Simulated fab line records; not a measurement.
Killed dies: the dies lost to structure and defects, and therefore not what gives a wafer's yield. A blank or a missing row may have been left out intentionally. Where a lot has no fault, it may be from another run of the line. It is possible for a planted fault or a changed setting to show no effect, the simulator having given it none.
Matching of chambers ; flow nand-harc ; ald-hk-03 running NHARC_A_CHANNEL_FILL_D2_ALD_25: 4 sister chambers
The step deposits SiOx, target thk 60 nm, pulse time 10 s, ald cycles 600. 16 wafers are shown with their chamber, then 8 later ones without.

## WAFERS PAIRED WITH THEIR CHAMBERS
wafer;chamber;heater-power-w (W);precursor-pulse-height-rel
L084.1;3;430;1.001
L084.2;1;466;0.948
L084.3;0;461;1.061
L084.4;2;507;0.974
L084.5;3;430;1.011
L084.6;0;455;0.998
L088.1;2;492;0.995
L088.2;1;448;1.005
L088.3;3;431;0.991
L088.4;0;446;1.000
L088.5;1;442;0.989
L088.6;0;453;1.012
L089.1;1;459;0.988
L089.2;2;510;0.984
L089.3;0;457;0.992
L089.4;3;413;1.034

SIGNATURES (averages over the wafers above)
reading;chamber 0;chamber 1;chamber 2;chamber 3;scatter within a chamber
heater-power-w;454.40;453.75;503.00;426.00;8.58
precursor-pulse-height-rel;1.01260;0.98250;0.98433;1.00925;0.0226
Rule: distance of a wafer from a chamber = root of the sum over the readings of ((wafer's reading minus chamber's mean) / reading's scatter) squared. The wafer belongs to the nearest chamber; if the next one is less than 2 further off, it can't be placed. The scatter is the square root of a quotient: the sum, over the shown wafers, of each reading's squared deviation from its chamber's mean, divided by wafers minus chambers.

## WAFERS WITH NO CHAMBER GIVEN
wafer;heater-power-w (W);precursor-pulse-height-rel
L089.5;522;0.976
L089.6;447;0.923
L091.1;507;1.030
L091.2;460;1.010
L091.3;431;0.993
L091.4;447;0.957
L091.5;511;0.974
L091.6;426;0.992

## CHAMBER TAKEN BY EACH
wafer;from the rows above;in truth
L089.5;2;2
L089.6;can't be placed: 1 or 0 or 3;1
L091.1;2;2
L091.2;can't be placed: 0 or 1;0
L091.3;can't be placed: 3 or 1 or 0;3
L091.4;can't be placed: 1 or 0 or 3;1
L091.5;2;2
L091.6;3;3
Placed correctly: 4 of 8. Can't be placed from these rows: 4 (the true chamber is among the candidates in 4). Placed wrongly: 0.
